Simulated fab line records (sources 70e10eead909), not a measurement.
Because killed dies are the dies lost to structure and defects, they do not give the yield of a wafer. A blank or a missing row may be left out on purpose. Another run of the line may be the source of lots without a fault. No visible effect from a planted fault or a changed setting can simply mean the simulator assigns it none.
fab line records	flow nandHarc
[record] lots = 24	wafers = 72	lastDay = 25
route steps=1159 shown A_M0@1004 A_BONDPAD@1061
lots untouched by any fault: they come from a run of this same line in which no faults occurred
startH: the number of hours between the record's first day and the start of the first shown wafer of the lot	waitH: hours from the lot's prior step to this one	" identical to the entry in the row above	L1.1+2: several wafers, shown together as one row	- value missing, or start not given	* or withheld: withheld	< > ~ a bound
route shown NAME@n: names a module that has steps shown in the file, with the first one's number in the route	usual: the fault-free wafers' mean and standard deviation	same: alike in all rows	chamber/n: place in a boat	sites: per-site readings	_std_site: standard deviation of those values	_edge_site: the outer-site mean with the inner-site mean subtracted	radiusMm: how far each site lies from the wafer's centre	mask NAME#n: copy n	behind: the tool/chamber that last shaped the wafer	hold: what put the lot on hold/how long, in hours/how the hold closed	device: names the non-switching transistor (n, p or np)	end of line: the same wafers' tests at the end of the route	where a step has no rows: the recipe by itself	killed: not the wafer's yield, but the dies lost to structure and defects at the first sort	map: per-die view of a wafer (x killed, . not killed, _ where there is no die)
set.NAME: the setting that was run; set.NAME@STEP: the one run at that earlier step	model.NAME: the simulator's own value behind a step, which no gauge read
one table for each step of the route and one row for each wafer, over a sample of lots
services: when a tool's chamber went out of use (startH, in hours from the record's first day, below 0 if earlier), for how many hours, and the reason
[[steps]]
[step NHARC_A_M0_CD_MEAS_09]
[recipe] targetCdNm = 80	landingEnergyEv = 500
[usual] cdNm = 79.4/0.77
lot.wafer	tool	chamber	startH	waitH	cdNm
L074.2	cdSem-03	0	400.75	-	79.0
L074.3	"	0	"	"	80.1
L074.4	"	0	"	"	79.1
L075.1	cdSem-02	0	405.89	-	78.0
L075.3	"	0	"	"	79.3
L075.4	"	0	"	"	80.2
L077.1	cdSem-01	0	406.47	-	80.8
L077.3	"	0	"	"	80.6
L077.5	"	0	"	"	78.6
L076.1	cdSem-02	0	409.84	-	79.1
L076.3	"	0	"	"	79.9
L076.6	"	0	"	"	79.3
L079.1	cdSem-02	0	411.61	-	80.2
L079.4	"	0	"	"	79.3
L079.5	"	0	"	"	80.1
L078.2	cdSem-02	0	417.95	-	79.8
L078.5	"	0	"	"	80.0
L078.6	"	0	"	"	79.3
L080.2	cdSem-03	0	429.16	-	81.0
L080.5	"	0	"	"	80.2
L080.6	"	0	"	"	80.0
L082.1	cdSem-03	0	448.38	-	79.9
L082.2	"	0	"	"	80.1
L082.6	"	0	"	"	79.8
L081.2	cdSem-01	0	448.82	-	80.2
L081.5	"	0	"	"	79.4
L081.6	"	0	"	"	79.9
L083.3	cdSem-02	0	458.50	-	79.9
L083.4	"	0	"	"	79.3
L083.5	"	0	"	"	79.4
L084.1	cdSem-02	0	462.43	-	78.2
L084.5	"	0	"	"	78.5
L084.6	"	0	"	"	78.8
L085.2	cdSem-02	0	465.45	-	79.7
L085.3	"	0	"	"	78.4
L085.4	"	0	"	"	78.8
L087.2	cdSem-03	0	477.88	-	79.8
L087.3	"	0	"	"	80.5
L087.4	"	0	"	"	79.8
L086.3	cdSem-02	0	482.86	-	78.4
L086.4	"	0	"	"	79.8
L086.6	"	0	"	"	79.8
L089.3	cdSem-03	0	502.42	-	79.7
L089.4	"	0	"	"	80.1
L089.5	"	0	"	"	79.3
L088.2	cdSem-02	0	502.72	-	78.3
L088.5	"	0	"	"	79.7
L088.6	"	0	"	"	78.9
L091.2	cdSem-02	0	516.21	-	78.0
L091.3	"	0	"	"	79.9
L091.4	"	0	"	"	79.0
L090.1	cdSem-03	0	516.87	-	79.7
L090.3	"	0	"	"	79.8
L090.4	"	0	"	"	79.5
L092.1	cdSem-02	0	521.90	-	78.8
L092.2	"	0	"	"	79.1
L092.5	"	0	"	"	79.6
L094.1	cdSem-01	0	526.03	-	79.0
L094.3	"	0	"	"	78.7
L094.5	"	0	"	"	79.2
L095.2	cdSem-02	0	528.32	-	80.6
L095.4	"	0	"	"	81.0
L095.6	"	0	"	"	79.1
L096.1	cdSem-02	0	529.43	-	80.0
L096.3	"	0	"	"	79.7
L096.5	"	0	"	"	79.3
L093.2	cdSem-02	0	538.94	-	79.6
L093.4	"	0	"	"	77.7
L093.5	"	0	"	"	78.5
L097.2	cdSem-03	0	539.66	-	79.1
L097.3	"	0	"	"	79.6
L097.4	"	0	"	"	80.8
[step NHARC_A_M0_INSPECT_11]
[usual] rawDefectCount = 35/17
lot.wafer	tool	chamber	startH	waitH	rawDefectCount
L074.2	defectInspect-02	-	400.87	0.0	35
L074.3	"	-	"	"	32
L074.4	"	-	"	"	21
L075.1	defectInspect-01	-	406.02	0.0	29
L075.3	"	-	"	"	30
L075.4	"	-	"	"	31
L077.1	defectInspect-02	-	406.59	0.0	17
L077.3	"	-	"	"	18
L077.5	"	-	"	"	25
L076.1	defectInspect-02	-	409.96	0.0	22
L076.3	"	-	"	"	28
L076.6	"	-	"	"	25
L079.1	defectInspect-02	-	411.73	0.0	18
L079.4	"	-	"	"	15
L079.5	"	-	"	"	20
L078.2	defectInspect-01	-	418.07	0.0	12
L078.5	"	-	"	"	12
L078.6	"	-	"	"	12
L080.2	defectInspect-02	-	429.29	0.0	26
L080.5	"	-	"	"	27
L080.6	"	-	"	"	23
L082.1	defectInspect-01	-	448.51	0.0	25
L082.2	"	-	"	"	26
L082.6	"	-	"	"	33
L081.2	defectInspect-02	-	448.94	0.0	36
L081.5	"	-	"	"	43
L081.6	"	-	"	"	40
L083.3	defectInspect-01	-	458.62	0.0	15
L083.4	"	-	"	"	12
L083.5	"	-	"	"	20
L084.1	defectInspect-01	-	462.55	0.0	52
L084.5	"	-	"	"	40
L084.6	"	-	"	"	48
L085.2	defectInspect-02	-	465.57	0.0	34
L085.3	"	-	"	"	29
L085.4	"	-	"	"	19
L087.2	defectInspect-01	-	478.02	0.0	35
L087.3	"	-	"	"	28
L087.4	"	-	"	"	35
L086.3	defectInspect-01	-	482.98	0.0	45
L086.4	"	-	"	"	63
L086.6	"	-	"	"	41
L089.3	defectInspect-02	-	502.56	0.1	12
L089.4	"	-	"	"	13
L089.5	"	-	"	"	14
L088.2	defectInspect-01	-	502.85	0.0	46
L088.5	"	-	"	"	30
L088.6	"	-	"	"	48
L091.2	defectInspect-01	-	516.34	0.0	51
L091.3	"	-	"	"	42
L091.4	"	-	"	"	58
L090.1	defectInspect-02	-	517.00	0.0	57
L090.3	"	-	"	"	53
L090.4	"	-	"	"	58
L092.1	defectInspect-02	-	522.02	0.0	7
L092.2	"	-	"	"	11
L092.5	"	-	"	"	11
L094.1	defectInspect-01	-	526.16	0.0	59
L094.3	"	-	"	"	50
L094.5	"	-	"	"	67
L095.2	defectInspect-02	-	528.44	0.0	62
L095.4	"	-	"	"	67
L095.6	"	-	"	"	59
L096.1	defectInspect-01	-	529.56	0.0	41
L096.3	"	-	"	"	42
L096.5	"	-	"	"	36
L093.2	defectInspect-02	-	539.06	0.0	39
L093.4	"	-	"	"	36
L093.5	"	-	"	"	33
L097.2	defectInspect-02	-	539.80	0.0	40
L097.3	"	-	"	"	53
L097.4	"	-	"	"	39
[step NHARC_A_M0_ETCH_15]
[recipe] targetDepthA = 1500	overetchA = 150	timeS = 82.5	c4f8FlowSccm = withheld	arFlowSccm = 400	rfW = 600	biasW = 300	chemistry = C4F8/Ar
[usual] chamberPressureMTorr = 25.000/0.022	oesProductAu = 0.956/0.02	rfFwdPowerW = 595.8/2	rfVppV = 442/3.5
lot.wafer	tool	chamber	startH	waitH	chamberPressureMTorr	oesProductAu	rfFwdPowerW	rfHoursCounterH	rfVppV
L074.4	rieDiel-10	1	-	-	25.001	0.953	595.2	2	443
L074.3	"	3	"	"	25.013	0.962	595.1	3	440
L074.2	"	0	"	"	24.971	0.977	597.1	3	437
L075.1	rieDiel-10	3	-	-	25.019	0.950	598.6	3	440
L075.4	"	1	"	"	24.960	0.970	598.6	3	444
L075.3	"	2	"	"	24.996	0.941	598.7	3	435
L077.1	rieDiel-12	0	-	-	25.008	0.980	593.0	2	446
L077.3	"	1	"	"	25.010	0.963	594.4	1	443
L077.5	"	3	"	"	25.002	0.956	595.8	-	436
L076.1	rieDiel-12	0	-	-	25.005	0.964	594.0	2	447
L076.3	"	2	"	"	24.966	0.975	596.5	2	446
L076.6	"	0	"	"	25.002	0.963	595.7	-	445
L079.1	rieDiel-06	2	-	-	24.993	0.961	595.6	11	446
L079.4	"	3	"	"	24.996	0.968	596.5	-	445
L079.5	"	2	"	"	25.003	0.957	596.9	-	446
L078.2	rieDiel-10	1	-	-	24.987	0.967	599.2	4	441
L078.5	"	0	"	"	24.980	0.965	593.5	-	436
L078.6	"	1	"	"	25.006	0.977	594.4	-	442
L080.2	rieDiel-12	2	-	-	24.998	0.974	596.4	3	445
L080.6	"	0	"	"	25.040	0.957	596.7	-	445
L080.5	"	1	"	"	25.043	0.971	600.8	-	443
L082.2	rieDiel-06	3	-	-	25.015	0.951	596.3	3	445
L082.1	"	0	"	"	25.006	0.990	593.6	3	442
L082.6	"	2	"	"	24.997	0.966	595.2	-	444
L081.2	rieDiel-06	0	-	-	25.001	0.980	593.0	3	442
L081.5	"	3	"	"	25.012	0.950	593.0	-	444
L081.6	"	0	"	"	24.936	0.970	594.9	-	443
L083.3	rieDiel-12	3	-	-	25.005	0.950	593.1	5	437
L083.4	"	1	"	"	25.017	0.987	595.8	5	443
L083.5	"	3	"	"	25.035	0.953	592.9	-	437
L084.1	rieDiel-06	1	-	-	25.005	0.961	596.6	2	437
L084.5	"	1	"	"	25.005	0.964	598.7	-	436
L084.6	"	2	"	"	24.975	0.972	596.3	-	443
L085.2	rieDiel-06	1	-	-	25.017	0.976	595.5	2	436
L085.3	"	0	"	"	25.053	0.965	594.1	4	444
L085.4	"	0	"	"	25.003	0.968	596.2	-	444
L087.4	rieDiel-12	3	-	-	25.018	0.954	595.4	6	437
L087.3	"	0	"	"	25.001	0.955	593.7	6	445
L087.2	"	2	"	"	24.991	0.981	595.6	6	445
L086.3	rieDiel-06	2	-	-	25.029	0.981	593.8	3	445
L086.4	"	0	"	"	24.996	0.944	594.4	5	444
L086.6	"	2	"	"	24.965	0.975	596.2	-	445
L089.4	rieDiel-06	3	-	-	24.980	0.953	595.6	6	445
L089.3	"	2	"	"	24.986	0.949	598.0	5	444
L089.5	"	0	"	"	25.020	0.949	594.4	-	444
L088.2	rieDiel-10	1	-	-	24.984	0.932	597.8	11	442
L088.6	"	1	"	"	25.000	0.916	599.0	-	442
L088.5	"	3	"	"	25.026	0.915	599.6	-	441
L091.2	rieDiel-12	1	-	-	24.999	0.955	598.1	9	445
L091.3	"	2	"	"	25.019	0.944	596.1	9	444
L091.4	"	0	"	"	25.029	0.961	596.9	9	445
L090.4	rieDiel-12	1	-	-	24.984	0.917	596.1	9	442
L090.1	"	2	"	"	24.968	0.915	592.4	10	445
L090.3	"	3	"	"	25.051	0.908	592.9	9	437
L092.1	rieDiel-12	1	-	-	25.003	0.954	598.2	10	442
L092.2	"	0	"	"	24.972	0.958	593.6	9	446
L092.5	"	1	"	"	25.017	0.951	595.8	-	443
L094.1	rieDiel-10	1	-	-	25.006	0.928	596.8	14	443
L094.3	"	3	"	"	25.009	0.912	597.3	13	439
L094.5	"	3	"	"	24.999	0.920	595.3	-	441
L095.2	rieDiel-06	2	-	-	25.019	0.930	593.3	7	445
L095.4	"	3	"	"	25.002	0.906	597.0	8	445
L095.6	"	2	"	"	24.968	0.929	594.4	-	446
L096.1	rieDiel-12	3	-	-	25.005	0.948	593.4	10	436
L096.3	"	1	"	"	24.985	0.964	597.5	10	443
L096.5	"	2	"	"	24.997	0.965	593.0	-	445
L093.2	rieDiel-06	2	-	-	25.022	0.981	595.6	8	446
L093.4	"	3	"	"	24.971	0.969	595.7	9	445
L093.5	"	1	"	"	25.035	0.965	600.3	-	438
L097.3	rieDiel-10	0	-	-	25.017	0.966	594.5	0	437
L097.2	"	1	"	"	24.976	0.986	596.5	0	440
L097.4	"	3	"	"	25.014	0.956	598.2	-	442
[step NHARC_A_M0_CD_MEAS_16]
[usual] cdNm = 79.6/0.97
lot.wafer	tool	chamber	startH	waitH	cdNm
L074.2	cdSem-03	-	401.23	-	79.9
L074.3	"	-	"	"	80.5
L074.4	"	-	"	"	80.6
L075.1	cdSem-03	-	406.38	-	78.6
L075.3	"	-	"	"	79.7
L075.4	"	-	"	"	80.3
L077.1	cdSem-01	-	406.96	-	81.7
L077.3	"	-	"	"	80.7
L077.5	"	-	"	"	79.5
L076.1	cdSem-03	-	410.32	-	80.0
L076.3	"	-	"	"	79.9
L076.6	"	-	"	"	80.9
L079.1	cdSem-01	-	412.13	-	80.3
L079.4	"	-	"	"	79.9
L079.5	"	-	"	"	80.1
L078.2	cdSem-01	-	418.43	-	80.6
L078.5	"	-	"	"	80.8
L078.6	"	-	"	"	79.2
L080.2	cdSem-01	-	429.65	-	79.6
L080.5	"	-	"	"	80.6
L080.6	"	-	"	"	80.9
L082.1	cdSem-03	-	448.87	-	80.0
L082.2	"	-	"	"	79.8
L082.6	"	-	"	"	78.8
L081.2	cdSem-01	-	449.30	-	80.0
L081.5	"	-	"	"	79.3
L081.6	"	-	"	"	79.8
L083.3	cdSem-01	-	458.99	-	79.8
L083.4	"	-	"	"	78.7
L083.5	"	-	"	"	78.6
L084.1	cdSem-01	-	462.91	-	78.3
L084.5	"	-	"	"	78.8
L084.6	"	-	"	"	79.5
L085.2	cdSem-01	-	465.98	-	80.4
L085.3	"	-	"	"	79.4
L085.4	"	-	"	"	78.9
L087.2	cdSem-01	-	478.38	-	80.0
L087.3	"	-	"	"	82.1
L087.4	"	-	"	"	79.6
L086.3	cdSem-03	-	483.35	-	78.9
L086.4	"	-	"	"	80.0
L086.6	"	-	"	"	80.0
L089.3	cdSem-02	-	502.92	-	79.9
L089.4	"	-	"	"	78.8
L089.5	"	-	"	"	78.3
L088.2	cdSem-01	-	503.25	-	77.8
L088.5	"	-	"	"	80.4
L088.6	"	-	"	"	79.8
L091.2	cdSem-03	-	516.70	-	78.4
L091.3	"	-	"	"	79.9
L091.4	"	-	"	"	80.0
L090.1	cdSem-01	-	517.36	-	80.6
L090.3	"	-	"	"	79.2
L090.4	"	-	"	"	79.0
L092.1	cdSem-03	-	522.38	-	78.8
L092.2	"	-	"	"	80.1
L092.5	"	-	"	"	79.8
L094.1	cdSem-03	-	526.56	-	80.6
L094.3	"	-	"	"	78.0
L094.5	"	-	"	"	80.1
L095.2	cdSem-03	-	528.80	-	80.2
L095.4	"	-	"	"	79.7
L095.6	"	-	"	"	78.4
L096.1	cdSem-01	-	529.92	-	79.7
L096.3	"	-	"	"	81.3
L096.5	"	-	"	"	79.3
L093.2	cdSem-03	-	539.42	-	78.9
L093.4	"	-	"	"	78.1
L093.5	"	-	"	"	79.1
L097.2	cdSem-02	-	540.20	-	80.5
L097.3	"	-	"	"	80.8
L097.4	"	-	"	"	81.2
[step NHARC_A_M0_PRE_CLEAN_31]
[recipe] timeS = 12	tempC = 370	rfPowerW = 300	gas = NH3
[usual] heaterPowerOuterW = 346/41	heaterPowerW = 606/72	rfFwdPowerW = 292.7/0.97
lot.wafer	tool	chamber	startH	waitH	heaterPowerOuterW	heaterPowerW	rfFwdPowerW	sinceWetCleanH
L074.2	pecvd-01	0	405.27	1.8	380	615	291.0	155
L074.3	"	2	"	"	362	619	292.8	155
L074.4	"	0	"	"	384	608	291.6	-
L075.1	pecvd-03	0	408.62	0.1	327	590	293.6	102
L075.3	"	1	"	"	329	637	294.6	102
L075.4	"	1	"	"	340	635	292.4	-
L077.1	pecvd-04	1	409.38	0.2	403	737	291.5	20
L077.3	"	2	"	"	300	566	293.6	20
L077.5	"	2	"	"	300	538	294.5	-
L076.3	pecvd-01	1	412.57	0.1	307	546	293.3	162
L076.1	"	0	"	"	319	517	292.6	162
L076.6	"	0	"	"	317	539	293.1	-
L079.1	pecvd-01	1	414.43	0.1	312	578	292.1	164
L079.5	"	1	"	"	319	579	292.0	-
L079.4	"	2	"	"	395	620	294.1	-
L078.2	pecvd-03	2	420.69	0.1	373	555	292.2	114
L078.5	"	2	"	"	371	577	291.4	-
L078.6	"	1	"	"	370	658	291.5	-
L080.2	pecvd-03	1	431.94	0.1	416	717	292.5	125
L080.6	"	0	"	"	324	602	293.4	-
L080.5	"	1	"	"	411	737	292.2	-
L082.1	pecvd-01	0	451.36	0.1	371	604	292.9	20
L082.2	"	1	"	"	299	546	292.9	20
L082.6	"	1	"	"	294	542	292.1	-
L081.2	pecvd-03	2	451.69	0.1	361	544	291.5	145
L081.5	"	0	"	"	357	627	293.8	-
L081.6	"	2	"	"	355	547	292.3	-
L083.3	pecvd-03	0	461.30	0.1	350	635	290.5	154
L083.4	"	0	"	"	355	632	292.3	-
L083.5	"	2	"	"	342	519	292.5	-
L084.1	pecvd-03	1	465.31	0.1	379	675	292.9	158
L084.5	"	0	"	"	338	621	292.8	-
L084.6	"	1	"	"	382	660	291.4	-
L085.2	pecvd-01	2	468.29	0.1	311	550	292.2	37
L085.4	"	2	"	"	305	556	292.2	-
L085.3	"	1	"	"	321	581	290.7	-
L087.3	pecvd-04	1	480.74	0.1	349	673	292.5	92
L087.2	"	2	"	"	271	490	294.5	92
L087.4	"	1	"	"	347	687	292.9	-
L086.4	pecvd-01	1	485.63	0.1	295	519	293.3	-
L086.3	"	2	"	"	383	640	292.0	-
L086.6	"	1	"	"	285	523	290.4	-
L089.3	pecvd-04	0	505.17	0.1	355	649	293.8	116
L089.5	"	2	"	"	268	510	292.2	-
L089.4	"	0	"	"	353	645	294.8	-
L088.2	pecvd-03	2	505.49	0.1	310	482	293.5	17
L088.5	"	2	"	"	309	486	292.0	-
L088.6	"	1	"	"	395	696	292.2	-
L091.3	pecvd-04	1	519.01	0.1	446	776	293.0	130
L091.2	"	0	"	"	325	583	292.1	130
L091.4	"	1	"	"	428	796	293.1	-
L090.3	pecvd-03	0	519.79	0.2	320	598	293.7	32
L090.1	"	1	"	"	333	620	292.2	32
L090.4	"	1	"	"	327	621	293.8	-
L092.1	pecvd-04	2	524.87	0.1	270	530	293.0	136
L092.2	"	0	"	"	341	611	294.4	136
L092.5	"	1	"	"	425	758	291.1	-
L094.1	pecvd-01	1	528.83	0.1	284	521	292.5	98
L094.3	"	1	"	"	286	524	291.3	-
L094.5	"	2	"	"	373	631	291.9	-
L095.2	pecvd-03	1	531.33	0.3	415	710	291.6	43
L095.4	"	1	"	"	407	722	291.9	-
L095.6	"	2	"	"	312	488	291.7	-
L096.1	pecvd-01	2	532.21	0.1	314	550	294.9	101
L096.3	"	1	"	"	324	568	293.8	-
L096.5	"	1	"	"	311	579	292.5	-
L093.2	pecvd-04	0	541.75	0.1	403	678	293.3	153
L093.5	"	0	"	"	387	665	291.5	-
L093.4	"	2	"	"	309	566	294.2	-
L097.3	pecvd-03	1	542.49	0.1	388	704	293.0	54
L097.2	"	2	"	"	356	551	293.7	54
L097.4	"	0	"	"	328	623	292.9	-
[step NHARC_A_BONDPAD_THK_MEAS_30]
[recipe] thkMeasGauge = ellipsometry
[usual] thkNm = 200.9/1.7
lot.wafer	tool	chamber	startH	waitH	thkNm
L074.2	filmMetro-02	-	410.88	0.2	201.9
L074.3	"	-	"	"	204.5
L074.4	"	-	"	"	201.6
L075.1	filmMetro-01	-	414.57	0.2	201.1
L075.3	"	-	"	"	203.7
L075.4	"	-	"	"	200.3
L077.1	filmMetro-01	-	414.93	0.2	202.9
L077.3	"	-	"	"	201.7
L077.5	"	-	"	"	203.6
L076.1	filmMetro-02	-	418.06	0.2	202.7
L076.3	"	-	"	"	199.8
L076.6	"	-	"	"	201.6
L079.1	filmMetro-01	-	420.34	0.2	200.7
L079.4	"	-	"	"	200.2
L079.5	"	-	"	"	200.8
L078.2	filmMetro-01	-	426.34	0.2	200.3
L078.5	"	-	"	"	201.1
L078.6	"	-	"	"	203.2
L080.2	filmMetro-02	-	437.55	0.2	202.0
L080.5	"	-	"	"	204.2
L080.6	"	-	"	"	202.1
L082.1	filmMetro-02	-	456.98	0.2	200.2
L082.2	"	-	"	"	198.8
L082.6	"	-	"	"	199.3
L081.2	filmMetro-02	-	457.28	0.2	203.0
L081.5	"	-	"	"	202.8
L081.6	"	-	"	"	199.0
L083.3	filmMetro-02	-	467.24	0.2	201.2
L083.4	"	-	"	"	198.6
L083.5	"	-	"	"	200.3
L084.1	filmMetro-02	-	470.88	0.1	199.4
L084.5	"	-	"	"	200.4
L084.6	"	-	"	"	199.5
L085.2	filmMetro-01	-	473.91	0.2	200.7
L085.3	"	-	"	"	197.8
L085.4	"	-	"	"	202.1
L087.2	filmMetro-01	-	486.53	0.2	202.3
L087.3	"	-	"	"	201.3
L087.4	"	-	"	"	201.8
L086.3	filmMetro-01	-	491.26	0.2	200.0
L086.4	"	-	"	"	201.1
L086.6	"	-	"	"	199.5
L089.3	filmMetro-01	-	511.04	0.2	199.2
L089.4	"	-	"	"	198.0
L089.5	"	-	"	"	201.1
L088.2	filmMetro-01	-	511.20	0.2	201.5
L088.5	"	-	"	"	203.0
L088.6	"	-	"	"	201.6
L091.2	filmMetro-02	-	524.63	0.2	197.9
L091.3	"	-	"	"	205.1
L091.4	"	-	"	"	201.6
L090.1	filmMetro-02	-	525.36	0.2	203.6
L090.3	"	-	"	"	202.0
L090.4	"	-	"	"	202.4
L092.1	filmMetro-01	-	530.77	0.2	202.6
L092.2	"	-	"	"	200.2
L092.5	"	-	"	"	201.8
L094.1	filmMetro-02	-	535.14	0.1	199.7
L094.3	"	-	"	"	202.9
L094.5	"	-	"	"	200.3
L095.2	filmMetro-02	-	537.71	0.2	204.1
L095.4	"	-	"	"	201.6
L095.6	"	-	"	"	200.1
L096.1	filmMetro-01	-	538.36	0.2	202.4
L096.3	"	-	"	"	200.3
L096.5	"	-	"	"	200.9
L093.2	filmMetro-02	-	547.05	0.2	200.1
L093.4	"	-	"	"	200.8
L093.5	"	-	"	"	199.1
L097.2	filmMetro-02	-	548.42	0.2	199.6
L097.3	"	-	"	"	201.4
L097.4	"	-	"	"	198.3
[[services]]
tool	chamber	startH	hours	kind
rieDiel-12	-	379.40	9.0	pm
rieDiel-12	0	379.40	9.0	ventCycle
rieDiel-12	1	379.40	9.0	ventCycle
rieDiel-12	2	379.40	9.0	ventCycle
rieDiel-06	3	382.19	3.6	repair
rieDiel-06	3	388.27	8.5	repair
pecvd-01	-	418.13	13.0	pm
rieDiel-06	-	418.27	9.0	pm
rieDiel-12	-	424.68	1.2	repair
rieDiel-06	2	436.20	4.8	repair
pecvd-01	-	442.43	0.9	repair
rieDiel-06	3	464.75	4.4	repair
pecvd-03	-	475.11	13.0	pm
pecvd-03	0	475.11	13.0	ventCycle
pecvd-03	1	475.11	13.0	ventCycle
pecvd-03	2	475.11	13.0	ventCycle
rieDiel-12	-	487.60	0.5	repair
pecvd-03	0	488.11	-	clean
pecvd-03	1	488.11	-	clean
pecvd-03	2	488.11	-	clean
rieDiel-10	2	494.09	71.9	repair
rieDiel-10	-	530.77	9.0	pm
rieDiel-12	2	536.03	34.0	repair
pecvd-01	1	541.38	6.5	repair
[[key]]
fault none
